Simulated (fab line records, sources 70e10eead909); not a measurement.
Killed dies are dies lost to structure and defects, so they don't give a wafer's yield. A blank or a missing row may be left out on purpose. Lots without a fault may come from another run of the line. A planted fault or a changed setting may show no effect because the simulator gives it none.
fab line records | flow nand_harc
record lots=24 wafers=72 last_day=25
route steps=1159 shown P_BONDPAD@352 A_SOURCE_PLATE@420 A_ONON_D1@445 A_CHANNEL_HOLE_D1@462
lots that met no fault: from a run of the same line without faults
start_h: hours from the record's first day to the start of the lot's first wafer shown | wait_h: hours since the lot's step before | " the same as in the row above | L1.1+2: a row that stands for several wafers | - no value, or no start given | * or withheld: withheld | < > ~ a bound
route shown NAME@n: a module of which the file shows steps, and the number in the route of the first | usual: mean/standard deviation of fault-free wafers | same: alike in all rows | chamber/n: place in a boat | sites: the reading at each site | _std_site: their standard deviation | _edge_site: outer sites' mean less inner sites' | radius_mm: how far each site lies from the wafer's centre | mask NAME#n: copy n | behind: the tool/chamber that last shaped the wafer | hold: why the lot was held/for how many hours/how that ended | device: the transistor (n, p or np) that didn't switch | end of line: the same wafers' tests at the end of the route | a step without rows: its recipe alone | killed: dies lost to structure and defects at the first sort, not the wafer's yield | map: a wafer's dies, x killed, . not, _ none there
set.NAME: the setting as run; set.NAME@STEP: as run at that earlier step | model.NAME: the simulator's own value behind a step, which no gauge read
steps of the route over a sample of lots; a table a step, a row a wafer
services: from which hour (start_h, from the record's first day; less than 0 if before it) a tool's chamber was out of use, for how many hours, and why
## steps
# step NHARC_P_BONDPAD_CMP_32
# recipe target_thk_nm=200 material=SiCN
# usual motor_current_A=11.8/1.3 slurry_flow_ml_min=150.0/0.46
# columns lot.wafer tool chamber start_h wait_h motor_current_A slurry_flow_ml_min
L074.2 cmp-04 1 123.90 - 11.9 151.5
L074.4 " 0 " " 10.5 149.6
L074.6 " 1 " " 11.8 149.8
L075.4 cmp-04 3 136.16 - 9.8 149.5
L075.5 " 1 " " 12.4 150.3
L075.6 " 2 " " 12.4 150.5
L076.4 cmp-04 1 142.86 - 12.0 150.2
L076.1 " 2 " " 11.9 150.6
L076.6 " 1 " " 11.8 150.4
L077.3 cmp-04 1 148.55 - 12.0 150.1
L077.6 " 0 " " 10.5 149.7
L077.5 " 1 " " 11.3 149.9
L078.3 cmp-04 0 152.33 0.4 10.2 149.8
L078.5 " 3 " " 10.4 150.0
L078.6 " 0 " " 11.0 150.1
L079.2 cmp-01 0 158.38 - 12.6 150.2
L079.1 " 1 " " 14.0 150.0
L079.5 " 0 " " 12.5 150.9
L080.2 cmp-03 2 168.32 - 10.7 150.2
L080.1 " 3 " " 10.4 150.5
L080.3 " 0 " " 13.3 150.2
L082.3 cmp-03 0 175.78 - 12.9 150.0
L082.4 " 2 " " 10.6 150.5
L082.5 " 3 " " 10.3 149.1
L081.4 cmp-01 3 176.69 - 14.8 148.6
L081.1 " 1 " " 14.9 150.4
L081.5 " 2 " " 11.9 150.7
L083.3 cmp-04 1 177.28 - 12.0 150.1
L083.2 " 3 " " 10.4 150.1
L083.5 " 1 " " 12.1 149.9
L085.2 cmp-03 2 188.38 - 11.1 149.5
L085.3 " 0 " " 13.0 150.7
L085.1 " 1 " " 13.4 150.6
L084.1 cmp-04 2 188.72 - 12.4 149.9
L084.2 " 3 " " 9.8 150.7
L084.6 " 0 " " 11.1 150.0
L087.4 cmp-04 3 202.16 - 9.7 150.3
L087.1 " 0 " " 10.8 149.7
L087.6 " 2 " " 12.0 150.4
L086.1 cmp-04 3 202.33 - 10.2 150.0
L086.2 " 1 " " 11.9 149.7
L086.6 " 3 " " 9.4 149.8
L088.1 cmp-03 2 208.86 - 10.6 149.8
L088.3 " 1 " " 13.6 149.8
L088.5 " 2 " " 10.9 149.5
L090.2 cmp-03 1 215.42 - 13.1 150.1
L090.3 " 2 " " 11.1 149.7
L090.6 " 1 " " 12.7 150.6
L089.1 cmp-04 2 229.23 - 11.3 150.6
L089.4 " 0 " " 11.5 150.7
L089.5 " 2 " " 12.3 150.7
L092.3 cmp-04 3 230.57 - 9.7 149.2
L092.5 " 0 " " 10.6 150.2
L092.6 " 1 " " 11.4 149.5
L091.3 cmp-04 3 232.73 - 10.2 150.8
L091.2 " 0 " " 11.3 150.4
L091.5 " 3 " " 10.1 149.8
L093.4 cmp-04 2 241.74 - 11.8 149.5
L093.2 " 3 " " 10.1 150.3
L093.5 " 2 " " 11.5 150.4
L094.2 cmp-04 1 244.77 - 11.5 150.4
L094.3 " 3 " " 10.8 149.7
L094.5 " 0 " " 10.9 150.3
L095.3 cmp-01 2 254.10 - 12.0 149.4
L095.1 " 3 " " 15.1 148.8
L095.5 " 2 " " 11.7 150.0
L096.3 cmp-01 0 260.12 - 12.7 150.5
L096.5 " 2 " " 11.9 150.4
L096.6 " 3 " " 14.0 150.2
L097.1 cmp-03 3 260.45 - 10.3 149.7
L097.6 " 1 " " 13.3 150.6
L097.5 " 2 " " 10.5 150.5
# step NHARC_P_BONDPAD_CD_MEAS_13
# usual cd_nm=498.0/2.5
# columns lot.wafer tool chamber start_h wait_h cd_nm
L074.2 cd_sem-01 - 125.26 - 493.6
L074.4 " - " " 496.6
L074.6 " - " " 498.2
L075.4 cd_sem-02 - 137.47 - 498.8
L075.5 " - " " 497.5
L075.6 " - " " 499.5
L076.1 cd_sem-03 - 144.27 - 496.9
L076.4 " - " " 494.1
L076.6 " - " " 496.5
L077.3 cd_sem-01 - 149.87 - 498.5
L077.5 " - " " 496.2
L077.6 " - " " 494.1
L078.3 cd_sem-01 - 153.66 - 497.9
L078.5 " - " " 496.8
L078.6 " - " " 496.6
L079.1 cd_sem-02 - 159.61 - 497.7
L079.2 " - " " 495.0
L079.5 " - " " 498.1
L080.1 cd_sem-01 - 170.13 - 496.9
L080.2 " - " " 498.8
L080.3 " - " " 499.9
L082.3 cd_sem-03 - 177.10 - 497.0
L082.4 " - " " 496.0
L082.5 " - " " 503.4
L081.1 cd_sem-01 - 178.05 - 498.9
L081.4 " - " " 498.8
L081.5 " - " " 500.0
L083.2 cd_sem-02 - 178.65 - 496.4
L083.3 " - " " 499.3
L083.5 " - " " 495.2
L085.1 cd_sem-02 - 189.72 - 500.0
L085.2 " - " " 503.5
L085.3 " - " " 499.2
L084.1 cd_sem-02 - 190.07 - 495.9
L084.2 " - " " 494.3
L084.6 " - " " 491.5
L087.1 cd_sem-02 - 203.48 - 499.2
L087.4 " - " " 502.5
L087.6 " - " " 496.2
L086.1 cd_sem-01 - 203.73 - 495.6
L086.2 " - " " 495.9
L086.6 " - " " 496.1
L088.1 cd_sem-02 - 210.21 - 501.1
L088.3 " - " " 497.2
L088.5 " - " " 496.9
L090.2 cd_sem-01 - 216.61 - 497.8
L090.3 " - " " 500.6
L090.6 " - " " 497.7
L089.1 cd_sem-03 - 230.54 - 496.5
L089.4 " - " " 500.5
L089.5 " - " " 498.8
L092.3 cd_sem-03 - 231.85 - 496.6
L092.5 " - " " 500.5
L092.6 " - " " 494.2
L091.2 cd_sem-01 - 234.06 - 497.5
L091.3 " - " " 501.3
L091.5 " - " " 495.0
L093.2 cd_sem-01 - 243.10 - 498.8
L093.4 " - " " 493.3
L093.5 " - " " 501.2
L094.2 cd_sem-03 - 246.09 - 499.8
L094.3 " - " " 498.6
L094.5 " - " " 499.2
L095.1 cd_sem-02 - 255.47 - 492.7
L095.3 " - " " 497.3
L095.5 " - " " 498.5
L096.3 cd_sem-03 - 261.45 - 499.1
L096.5 " - " " 498.7
L096.6 " - " " 497.4
L097.1 cd_sem-02 - 261.63 - 499.6
L097.5 " - " " 494.9
L097.6 " - " " 495.3
# step NHARC_P_BONDPAD_CMP_19
# recipe t_overpolish_s=30 cu_recess_touch_s=16 target_thk_nm=160.81
# usual motor_current_A=11.9/1.4 overpolish_run_s=29.999/0.0086 slurry_flow_ml_min=150.0/0.48
# columns lot.wafer tool chamber start_h wait_h motor_current_A overpolish_run_s slurry_flow_ml_min
L074.2 cmp-01 1 127.03 - 14.2 29.997 149.3
L074.4 " 2 " " 11.9 29.992 150.3
L074.6 " 1 " " 15.3 30.004 149.5
L075.4 cmp-04 3 139.20 - 10.8 29.995 149.5
L075.6 " 3 " " 10.5 30.004 149.9
L075.5 " 0 " " 11.0 29.983 149.9
L076.4 cmp-03 3 146.03 - 10.8 30.003 150.4
L076.1 " 1 " " 13.8 29.998 149.7
L076.6 " 0 " " 12.9 30.001 150.3
L077.3 cmp-04 3 151.57 - 10.6 29.996 149.8
L077.6 " 3 " " 9.8 29.996 150.3
L077.5 " 0 " " 11.2 29.979 150.1
L078.3 cmp-04 0 155.36 - 10.9 30.017 150.0
L078.5 " 0 " " 10.9 30.003 149.4
L078.6 " 1 " " 12.1 30.006 149.7
L079.2 cmp-04 3 161.32 - 10.1 29.989 149.7
L079.1 " 0 " " 10.2 30.003 150.3
L079.5 " 3 " " 9.9 30.002 150.2
L080.3 cmp-04 2 171.83 - 12.5 29.998 150.3
L080.2 " 3 " " 9.8 30.010 150.4
L080.1 " 0 " " 11.1 30.003 151.1
L082.4 cmp-04 0 178.93 - 10.2 29.997 150.6
L082.3 " 1 " " 12.4 30.001 150.5
L082.5 " 0 " " 11.2 29.995 150.3
L081.1 cmp-04 3 179.84 - 9.9 29.980 149.4
L081.4 " 0 " " 11.3 29.990 149.5
L081.5 " 1 " " 12.2 30.016 149.6
L083.3 cmp-03 3 180.36 - 10.4 29.999 149.4
L083.2 " 0 " " 12.8 29.993 149.3
L083.5 " 0 " " 12.6 30.008 150.1
L085.2 cmp-03 2 191.46 - 10.7 30.005 150.6
L085.1 " 3 " " 10.1 29.993 150.2
L085.3 " 0 " " 13.1 29.997 149.7
L084.1 cmp-04 3 191.77 - 10.2 29.998 149.7
L084.2 " 2 " " 11.8 29.993 150.8
L084.6 " 0 " " 10.8 29.977 149.6
L087.1 cmp-01 1 205.20 - 14.2 30.009 150.6
L087.4 " 2 " " 11.6 30.013 150.2
L087.6 " 2 " " 11.9 30.005 149.8
L086.1 cmp-03 0 205.54 - 13.5 30.003 150.5
L086.2 " 1 " " 13.5 29.993 149.6
L086.6 " 3 " " 10.1 30.016 149.5
L088.3 cmp-03 3 212.00 - 9.8 29.993 150.1
L088.1 " 2 " " 10.4 30.001 149.6
L088.5 " 0 " " 14.2 29.995 150.0
L090.2 cmp-01 1 218.32 - 13.3 29.995 149.8
L090.3 " 3 " " 13.6 29.985 150.3
L090.6 " 1 " " 14.0 29.992 149.3
L089.1 cmp-01 3 232.27 - 14.8 29.999 150.2
L089.4 " 0 " " 12.4 30.007 150.7
L089.5 " 3 " " 13.7 29.981 150.7
L092.3 cmp-04 1 233.55 - 12.1 30.000 149.8
L092.6 " 1 " " 12.0 30.009 150.0
L092.5 " 2 " " 12.4 30.002 149.9
L091.3 cmp-03 1 235.83 - 13.8 30.007 151.0
L091.2 " 0 " " 13.4 29.999 148.7
L091.5 " 1 " " 13.0 30.003 150.1
L093.4 cmp-03 1 245.05 - 13.3 29.992 149.1
L093.2 " 2 " " 10.4 29.989 150.4
L093.5 " 3 " " 10.5 29.986 150.3
L094.2 cmp-04 3 247.79 - 9.8 29.996 149.5
L094.3 " 1 " " 11.9 30.015 149.6
L094.5 " 0 " " 11.0 30.010 150.3
L095.1 cmp-01 0 257.28 - 12.4 30.007 150.3
L095.3 " 1 " " 14.2 29.984 149.6
L095.5 " 3 " " 14.7 30.006 150.1
L096.3 cmp-04 1 263.25 - 11.7 29.984 150.3
L096.6 " 1 " " 12.1 29.987 150.6
L096.5 " 2 " " 12.7 30.005 149.7
L097.1 cmp-03 0 263.62 - 12.6 29.999 148.8
L097.5 " 2 " " 10.7 30.002 149.8
L097.6 " 3 " " 10.8 30.010 150.4
# step NHARC_A_SOURCE_PLATE_THK_MEAS_06
# recipe thk_meas_gauge=ellipsometry
# usual thk_nm=200.6/2.3
# columns lot.wafer tool chamber start_h wait_h thk_nm
L074.2 film_metro-01 - 151.31 0.4 199.1
L074.4 " - " " 201.4
L074.6 " - " " 204.3
L075.4 film_metro-02 - 163.10 0.4 200.4
L075.5 " - " " 199.1
L075.6 " - " " 198.5
L076.1 film_metro-02 - 169.60 0.4 202.2
L076.4 " - " " 196.4
L076.6 " - " " 198.0
L077.3 film_metro-01 - 175.61 0.4 197.1
L077.5 " - " " 197.5
L077.6 " - " " 197.8
L078.3 film_metro-01 - 179.86 0.4 197.7
L078.5 " - " " 199.2
L078.6 " - " " 198.2
L079.1 film_metro-02 - 185.78 0.4 199.3
L079.2 " - " " 199.5
L079.5 " - " " 197.4
L080.1 film_metro-02 - 198.15 0.4 199.8
L080.2 " - " " 200.0
L080.3 " - " " 199.4
L081.1 film_metro-01 - 204.54 0.4 199.4
L081.4 " - " " 202.1
L081.5 " - " " 198.1
L083.2 film_metro-02 - 204.54 0.4 197.9
L083.3 " - " " 199.3
L083.5 " - " " 200.0
L082.3 film_metro-01 - 204.54 0.4 202.9
L082.4 " - " " 202.6
L082.5 " - " " 200.8
L084.1 film_metro-01 - 215.00 0.4 200.9
L084.2 " - " " 200.8
L084.6 " - " " 200.5
L085.1 film_metro-02 - 215.00 0.4 199.8
L085.2 " - " " 199.0
L085.3 " - " " 204.8
L087.1 film_metro-02 - 231.63 0.4 201.1
L087.4 " - " " 199.7
L087.6 " - " " 200.7
L086.1 film_metro-01 - 231.64 0.4 201.3
L086.2 " - " " 199.2
L086.6 " - " " 199.4
L088.1 film_metro-01 - 235.90 0.4 200.3
L088.3 " - " " 203.9
L088.5 " - " " 202.2
L090.2 film_metro-01 - 242.24 0.4 203.7
L090.3 " - " " 201.3
L090.6 " - " " 203.6
L089.1 film_metro-02 - 259.53 0.4 201.8
L089.4 " - " " 204.2
L089.5 " - " " 203.8
L091.2 film_metro-01 - 259.53 0.4 200.4
L091.3 " - " " 205.1
L091.5 " - " " 202.6
L092.3 film_metro-01 - 259.54 0.4 200.3
L092.5 " - " " 199.8
L092.6 " - " " 201.0
L093.2 film_metro-02 - 272.65 0.4 201.1
L093.4 " - " " 197.1
L093.5 " - " " 200.5
L094.2 film_metro-01 - 272.65 0.4 199.7
L094.3 " - " " 203.1
L094.5 " - " " 201.1
L095.1 film_metro-01 - 283.43 0.4 204.3
L095.3 " - " " 204.1
L095.5 " - " " 203.8
L097.1 film_metro-02 - 287.65 0.4 195.1
L097.5 " - " " 197.7
L097.6 " - " " 198.7
L096.3 film_metro-01 - 287.65 0.4 198.8
L096.5 " - " " 198.4
L096.6 " - " " 200.5
# step NHARC_A_ONON_D1_THK_MEAS_30
# recipe thk_meas_gauge=ellipsometry
# usual thk_nm=999/7.8
# columns lot.wafer tool chamber start_h wait_h thk_nm
L074.2 film_metro-02 - 164.31 - 984
L074.4 " - " " 984
L074.6 " - " " 986
L075.4 film_metro-01 - 178.79 - 1004
L075.5 " - " " 1006
L075.6 " - " " 1004
L076.1 film_metro-02 - 183.37 - 1011
L076.4 " - " " 1010
L076.6 " - " " 1013
L077.3 film_metro-02 - 191.98 - 993
L077.5 " - " " 993
L077.6 " - " " 995
L078.3 film_metro-01 - 191.99 - 1007
L078.5 " - " " 1006
L078.6 " - " " 1007
L079.1 film_metro-01 - 199.90 - 1009
L079.2 " - " " 1009
L079.5 " - " " 1009
L080.1 film_metro-02 - 212.87 - 1003
L080.2 " - " " 1003
L080.3 " - " " 1001
L081.1 film_metro-01 - 216.78 - 992
L081.4 " - " " 993
L081.5 " - " " 991
L082.3 film_metro-02 - 216.91 - 994
L082.4 " - " " 994
L082.5 " - " " 994
L083.2 film_metro-01 - 217.04 - 1006
L083.3 " - " " 1007
L083.5 " - " " 1007
L084.1 film_metro-02 - 227.67 - 1000
L084.2 " - " " 1000
L084.6 " - " " 999
L085.1 film_metro-01 - 227.70 - 993
L085.2 " - " " 996
L085.3 " - " " 997
L086.1 film_metro-02 - 243.97 - 990
L086.2 " - " " 991
L086.6 " - " " 992
L087.1 film_metro-02 - 244.33 - 998
L087.4 " - " " 999
L087.6 " - " " 998
L088.1 film_metro-02 - 252.34 - 999
L088.3 " - " " 1001
L088.5 " - " " 1002
L090.2 film_metro-01 - 252.37 - 993
L090.3 " - " " 992
L090.6 " - " " 992
L091.2 film_metro-01 - 271.84 - 1017
L091.3 " - " " 1017
L091.5 " - " " 1015
L089.1 film_metro-02 - 271.87 - 991
L089.4 " - " " 992
L089.5 " - " " 990
L092.3 film_metro-01 - 271.87 - 1001
L092.5 " - " " 1002
L092.6 " - " " 1003
L094.2 film_metro-01 - 285.35 - 997
L094.3 " - " " 995
L094.5 " - " " 995
L093.2 film_metro-02 - 285.36 - 997
L093.4 " - " " 996
L093.5 " - " " 996
L097.1 film_metro-01 - 297.51 - 998
L097.5 " - " " 997
L097.6 " - " " 999
L095.1 film_metro-02 - 297.66 - 993
L095.3 " - " " 990
L095.5 " - " " 993
L096.3 film_metro-02 - 297.87 - 1012
L096.5 " - " " 1012
L096.6 " - " " 1010
# step NHARC_A_CHANNEL_HOLE_D1_CD_MEAS_10
# recipe target_cd_nm=100 landing_energy_ev=500
# usual cd_nm=99.7/0.62
# columns lot.wafer tool chamber start_h wait_h cd_nm
L074.2 cd_sem-02 0 171.40 - 100.7
L074.4 " 0 " " 100.3
L074.6 " 0 " " 100.2
L075.4 cd_sem-03 0 184.03 - 99.9
L075.5 " 0 " " 100.0
L075.6 " 0 " " 99.7
L076.1 cd_sem-03 0 186.66 - 99.3
L076.4 " 0 " " 99.4
L076.6 " 0 " " 99.4
L077.3 cd_sem-02 0 195.24 - 99.5
L077.5 " 0 " " 100.6
L077.6 " 0 " " 100.7
L078.3 cd_sem-01 0 195.72 - 98.5
L078.5 " 0 " " 100.5
L078.6 " 0 " " 99.6
L079.1 cd_sem-03 0 203.18 - 99.2
L079.2 " 0 " " 99.4
L079.5 " 0 " " 99.2
L080.1 cd_sem-02 0 216.13 - 99.1
L080.2 " 0 " " 99.7
L080.3 " 0 " " 100.0
L081.1 cd_sem-01 0 220.38 - 100.4
L081.4 " 0 " " 99.3
L081.5 " 0 " " 99.1
L082.3 cd_sem-03 0 220.79 - 99.9
L082.4 " 0 " " 100.3
L082.5 " 0 " " 99.9
L083.2 cd_sem-01 0 222.21 - 100.6
L083.3 " 0 " " 100.0
L083.5 " 0 " " 100.3
L084.1 cd_sem-02 0 234.31 - 100.9
L084.2 " 0 " " 100.5
L084.6 " 0 " " 100.5
L085.1 cd_sem-02 0 234.96 - 98.6
L085.2 " 0 " " 99.2
L085.3 " 0 " " 99.4
L086.1 cd_sem-03 0 249.27 - 99.5
L086.2 " 0 " " 99.9
L086.6 " 0 " " 98.8
L087.1 cd_sem-03 0 249.63 - 99.7
L087.4 " 0 " " 100.1
L087.6 " 0 " " 99.7
L088.1 cd_sem-02 0 257.32 - 100.5
L088.3 " 0 " " 100.6
L088.5 " 0 " " 101.2
L090.2 cd_sem-02 0 257.87 - 99.5
L090.3 " 0 " " 99.2
L090.6 " 0 " " 99.2
L091.2 cd_sem-02 0 275.12 - 99.2
L091.3 " 0 " " 99.7
L091.5 " 0 " " 98.7
L089.1 cd_sem-02 0 275.71 - 99.2
L089.4 " 0 " " 99.8
L089.5 " 0 " " 99.5
L092.3 cd_sem-02 0 276.33 - 99.6
L092.5 " 0 " " 99.2
L092.6 " 0 " " 99.5
L094.2 cd_sem-03 0 288.49 - 98.9
L094.3 " 0 " " 100.0
L094.5 " 0 " " 99.0
L093.2 cd_sem-03 0 290.70 - 99.6
L093.4 " 0 " " 99.3
L093.5 " 0 " " 99.2
L097.1 cd_sem-02 0 306.21 - 99.0
L097.5 " 0 " " 99.9
L097.6 " 0 " " 99.4
L095.1 cd_sem-01 0 307.36 - 99.5
L095.3 " 0 " " 99.6
L095.5 " 0 " " 100.1
L096.3 cd_sem-01 0 308.14 - 100.8
L096.5 " 0 " " 100.6
L096.6 " 0 " " 100.2
## services
# columns tool chamber start_h hours kind
cmp-04 - 105.00 4.0 pm
cmp-04 - 109.00 - consumable_replace:conditioner
cmp-04 - 109.00 - consumable_replace:pad
cmp-03 - 156.00 4.0 pm
cmp-03 - 160.00 - consumable_replace:conditioner
cmp-03 - 160.00 - consumable_replace:pad
cmp-01 - 179.74 4.0 pm
cmp-01 - 183.74 - consumable_replace:conditioner
cmp-01 - 183.74 - consumable_replace:pad
cmp-04 - 203.00 4.0 pm
cmp-04 - 207.00 - consumable_replace:conditioner
cmp-04 - 207.00 - consumable_replace:pad
cmp-01 - 220.09 1.1 repair
cmp-04 - 239.84 0.8 repair
cmp-03 - 254.00 4.0 pm
cmp-03 - 258.00 - consumable_replace:conditioner
cmp-03 - 258.00 - consumable_replace:pad
## key
fault none
